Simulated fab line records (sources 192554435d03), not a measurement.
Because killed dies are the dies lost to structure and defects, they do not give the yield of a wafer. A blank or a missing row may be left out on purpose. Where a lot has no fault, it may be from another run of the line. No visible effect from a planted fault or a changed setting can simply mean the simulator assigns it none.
Split-lot experiment :: flow n5_finfet :: route with 1938 steps; 7 lots, 39 wafers read

== THE SPLIT ITSELF ==
At N5_DUMMY_GATE_ETCH_31 (etches SiO2 in C4F6/O2, target depth 82.5 nm, time 27.5 s), the setting target_depth_a was moved away from the recipe's 825 angstrom on 15 of the 39 wafers read, by -11.8% to +13.0%. For the rest of the wafers, this setting stayed at what the recipe calls for.

The reading comes from the split's own step.

== THE READING ==
SOC_of_DUMMY_GATE_COAT_34.thk_nm (the simulator's own value, which no gauge read), in nm, at N5_DUMMY_GATE_ETCH_31 (etches SiO2 in C4F6/O2, target depth 82.5 nm, time 27.5 s). The file does not state a usual value for it. Across the 24 wafers here that went through the recipe, the average is 52.0 nm and the standard deviation 0.16 nm.

wafer: L074.1
tool, chamber at the split: rie_diel-02, 0
target_depth_a as run, angstrom: 825
against the recipe: recipe
SOC_of_DUMMY_GATE_COAT_34.thk_nm, nm: 52
against lot-mates on the recipe: -

wafer: L074.2
tool, chamber at the split: rie_diel-02, 1
target_depth_a as run, angstrom: 898.3
against the recipe: +8.9%
SOC_of_DUMMY_GATE_COAT_34.thk_nm, nm: 51
against lot-mates on the recipe: -1.0

wafer: L074.3
tool, chamber at the split: rie_diel-02, 2
target_depth_a as run, angstrom: 898.3
against the recipe: +8.9%
SOC_of_DUMMY_GATE_COAT_34.thk_nm, nm: 51
against lot-mates on the recipe: -1.0

wafer: L074.4
tool, chamber at the split: rie_diel-02, 3
target_depth_a as run, angstrom: 898.3
against the recipe: +8.9%
SOC_of_DUMMY_GATE_COAT_34.thk_nm, nm: 51.2
against lot-mates on the recipe: -0.8

wafer: L074.5
tool, chamber at the split: rie_diel-02, 3
target_depth_a as run, angstrom: 825
against the recipe: recipe
SOC_of_DUMMY_GATE_COAT_34.thk_nm, nm: 52
against lot-mates on the recipe: -

wafer: L074.6
tool, chamber at the split: rie_diel-02, 0
target_depth_a as run, angstrom: 825
against the recipe: recipe
SOC_of_DUMMY_GATE_COAT_34.thk_nm, nm: 52
against lot-mates on the recipe: -

wafer: L075.1
tool, chamber at the split: rie_diel-01, 3
target_depth_a as run, angstrom: 825
against the recipe: recipe
SOC_of_DUMMY_GATE_COAT_34.thk_nm, nm: 52.2
against lot-mates on the recipe: -

wafer: L075.2
tool, chamber at the split: rie_diel-01, 1
target_depth_a as run, angstrom: 727.9
against the recipe: -11.8%
SOC_of_DUMMY_GATE_COAT_34.thk_nm, nm: 53.2
against lot-mates on the recipe: +1.3

wafer: L075.3
tool, chamber at the split: rie_diel-01, 0
target_depth_a as run, angstrom: 727.9
against the recipe: -11.8%
SOC_of_DUMMY_GATE_COAT_34.thk_nm, nm: 53
against lot-mates on the recipe: +1.1

wafer: L075.4
tool, chamber at the split: rie_diel-01, 2
target_depth_a as run, angstrom: 825
against the recipe: recipe
SOC_of_DUMMY_GATE_COAT_34.thk_nm, nm: 51.6
against lot-mates on the recipe: -

wafer: L075.5
tool, chamber at the split: rie_diel-01, 3
target_depth_a as run, angstrom: 727.9
against the recipe: -11.8%
SOC_of_DUMMY_GATE_COAT_34.thk_nm, nm: 53
against lot-mates on the recipe: +1.1

wafer: L075.6
tool, chamber at the split: rie_diel-01, 0
target_depth_a as run, angstrom: 825
against the recipe: recipe
SOC_of_DUMMY_GATE_COAT_34.thk_nm, nm: 52
against lot-mates on the recipe: -

wafer: L085.1
tool, chamber at the split: rie_diel-04, 0
target_depth_a as run, angstrom: 825
against the recipe: recipe
SOC_of_DUMMY_GATE_COAT_34.thk_nm, nm: 52
against lot-mates on the recipe: -

wafer: L085.2
tool, chamber at the split: rie_diel-04, 3
target_depth_a as run, angstrom: 825
against the recipe: recipe
SOC_of_DUMMY_GATE_COAT_34.thk_nm, nm: 51.8
against lot-mates on the recipe: -

wafer: L085.3
tool, chamber at the split: rie_diel-04, 2
target_depth_a as run, angstrom: 825
against the recipe: recipe
SOC_of_DUMMY_GATE_COAT_34.thk_nm, nm: 52.2
against lot-mates on the recipe: -

wafer: L085.4
tool, chamber at the split: rie_diel-04, 1
target_depth_a as run, angstrom: 825
against the recipe: recipe
SOC_of_DUMMY_GATE_COAT_34.thk_nm, nm: 51.8
against lot-mates on the recipe: -

wafer: L085.5
tool, chamber at the split: rie_diel-04, 2
target_depth_a as run, angstrom: 825
against the recipe: recipe
SOC_of_DUMMY_GATE_COAT_34.thk_nm, nm: 52.2
against lot-mates on the recipe: -

wafer: L085.6
tool, chamber at the split: rie_diel-04, 1
target_depth_a as run, angstrom: 825
against the recipe: recipe
SOC_of_DUMMY_GATE_COAT_34.thk_nm, nm: 52.2
against lot-mates on the recipe: -

wafer: L088.1
tool, chamber at the split: rie_diel-02, 2
target_depth_a as run, angstrom: 825
against the recipe: recipe
SOC_of_DUMMY_GATE_COAT_34.thk_nm, nm: 51.8
against lot-mates on the recipe: -

wafer: L088.2
tool, chamber at the split: rie_diel-02, 1
target_depth_a as run, angstrom: 931.9
against the recipe: +13.0%
SOC_of_DUMMY_GATE_COAT_34.thk_nm, nm: 51
against lot-mates on the recipe: -0.9

wafer: L088.3
tool, chamber at the split: rie_diel-02, 3
target_depth_a as run, angstrom: 931.9
against the recipe: +13.0%
SOC_of_DUMMY_GATE_COAT_34.thk_nm, nm: 50.8
against lot-mates on the recipe: -1.1

wafer: L088.4
tool, chamber at the split: rie_diel-02, 0
target_depth_a as run, angstrom: 931.9
against the recipe: +13.0%
SOC_of_DUMMY_GATE_COAT_34.thk_nm, nm: 51.2
against lot-mates on the recipe: -0.7

wafer: L088.5
tool, chamber at the split: rie_diel-02, 1
target_depth_a as run, angstrom: 825
against the recipe: recipe
SOC_of_DUMMY_GATE_COAT_34.thk_nm, nm: 52
against lot-mates on the recipe: -

wafer: L088.6
tool, chamber at the split: rie_diel-02, 0
target_depth_a as run, angstrom: 825
against the recipe: recipe
SOC_of_DUMMY_GATE_COAT_34.thk_nm, nm: 52
against lot-mates on the recipe: -

wafer: L090.1
tool, chamber at the split: rie_diel-02, 3
target_depth_a as run, angstrom: 825
against the recipe: recipe
SOC_of_DUMMY_GATE_COAT_34.thk_nm, nm: 52
against lot-mates on the recipe: -

wafer: L090.2
tool, chamber at the split: rie_diel-02, 0
target_depth_a as run, angstrom: 825
against the recipe: recipe
SOC_of_DUMMY_GATE_COAT_34.thk_nm, nm: 52
against lot-mates on the recipe: -

wafer: L090.6
tool, chamber at the split: rie_diel-02, 0
target_depth_a as run, angstrom: 825
against the recipe: recipe
SOC_of_DUMMY_GATE_COAT_34.thk_nm, nm: 52
against lot-mates on the recipe: -

wafer: L093.1
tool, chamber at the split: rie_diel-02, 1
target_depth_a as run, angstrom: 825
against the recipe: recipe
SOC_of_DUMMY_GATE_COAT_34.thk_nm, nm: 51.8
against lot-mates on the recipe: -

wafer: L093.2
tool, chamber at the split: rie_diel-02, 3
target_depth_a as run, angstrom: 825
against the recipe: recipe
SOC_of_DUMMY_GATE_COAT_34.thk_nm, nm: 51.8
against lot-mates on the recipe: -

wafer: L093.3
tool, chamber at the split: rie_diel-02, 0
target_depth_a as run, angstrom: 825
against the recipe: recipe
SOC_of_DUMMY_GATE_COAT_34.thk_nm, nm: 52
against lot-mates on the recipe: -

wafer: L093.4
tool, chamber at the split: rie_diel-02, 2
target_depth_a as run, angstrom: 882.9
against the recipe: +7.0%
SOC_of_DUMMY_GATE_COAT_34.thk_nm, nm: 51
against lot-mates on the recipe: -0.9

wafer: L093.5
tool, chamber at the split: rie_diel-02, 3
target_depth_a as run, angstrom: 882.9
against the recipe: +7.0%
SOC_of_DUMMY_GATE_COAT_34.thk_nm, nm: 51.4
against lot-mates on the recipe: -0.5

wafer: L093.6
tool, chamber at the split: rie_diel-02, 2
target_depth_a as run, angstrom: 882.9
against the recipe: +7.0%
SOC_of_DUMMY_GATE_COAT_34.thk_nm, nm: 51.2
against lot-mates on the recipe: -0.7

wafer: L097.1
tool, chamber at the split: rie_diel-02, 1
target_depth_a as run, angstrom: 825
against the recipe: recipe
SOC_of_DUMMY_GATE_COAT_34.thk_nm, nm: 52
against lot-mates on the recipe: -

wafer: L097.2
tool, chamber at the split: rie_diel-02, 0
target_depth_a as run, angstrom: 919.6
against the recipe: +11.5%
SOC_of_DUMMY_GATE_COAT_34.thk_nm, nm: 51
against lot-mates on the recipe: -1.1

wafer: L097.3
tool, chamber at the split: rie_diel-02, 2
target_depth_a as run, angstrom: 919.6
against the recipe: +11.5%
SOC_of_DUMMY_GATE_COAT_34.thk_nm, nm: 51.2
against lot-mates on the recipe: -0.9

wafer: L097.4
tool, chamber at the split: rie_diel-02, 3
target_depth_a as run, angstrom: 825
against the recipe: recipe
SOC_of_DUMMY_GATE_COAT_34.thk_nm, nm: 52.2
against lot-mates on the recipe: -

wafer: L097.5
tool, chamber at the split: rie_diel-02, 0
target_depth_a as run, angstrom: 919.6
against the recipe: +11.5%
SOC_of_DUMMY_GATE_COAT_34.thk_nm, nm: 51.2
against lot-mates on the recipe: -0.9

wafer: L097.6
tool, chamber at the split: rie_diel-02, 3
target_depth_a as run, angstrom: 825
against the recipe: recipe
SOC_of_DUMMY_GATE_COAT_34.thk_nm, nm: 52.2
against lot-mates on the recipe: -

THE FIT
A straight line over all 39 wafers: SOC_of_DUMMY_GATE_COAT_34.thk_nm changes by -0.0867 nm for each +1% of target_depth_a; r = -0.95; the points scatter about the line by 0.17 nm.
The same after taking each lot's own level away (the mean of its wafers on the recipe; 39 wafers): -0.0886 nm for each +1%; r = -0.96; scatter 0.16 nm.
The reading moves by 1.1 nm for the largest change in target_depth_a, on that fit.
Across the lots, their own levels run from 51.87 to 52.13 nm, a range of 1.7 times the standard deviation given above.
Consequently the slope shifts little with the lot-to-lot level, the two slopes agreeing.
Check: -1.16 nm against its lot-mates is what the line predicts for one of the wafers moved furthest among these (+13.0%) when that wafer is left out of the fit. Against them it came out at -0.933 nm.

== THE WHOLE CHAIN: every reading that the file lists as answering this split, in the file's order ==
step: N5_DUMMY_GATE_ETCH_31
what it does: etches SiO2 in C4F6/O2, target depth 82.5 nm, time 27.5 s
reading: etch.depth_nm (the simulator's own value, which no gauge read)
change (the file's fit): +0.844 nm for each +1% of the setting
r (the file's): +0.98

step: N5_DUMMY_GATE_ETCH_31
what it does: etches SiO2 in C4F6/O2, target depth 82.5 nm, time 27.5 s
reading: SOC_of_DUMMY_GATE_COAT_34.thk_nm (the simulator's own value, which no gauge read)
change (the file's fit): -0.0881 nm for each +1% of the setting
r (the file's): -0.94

== FILE'S OWN FIT ==
SOC_of_DUMMY_GATE_COAT_34.thk_nm changes by -0.0881 nm for each +1% of target_depth_a, r = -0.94.
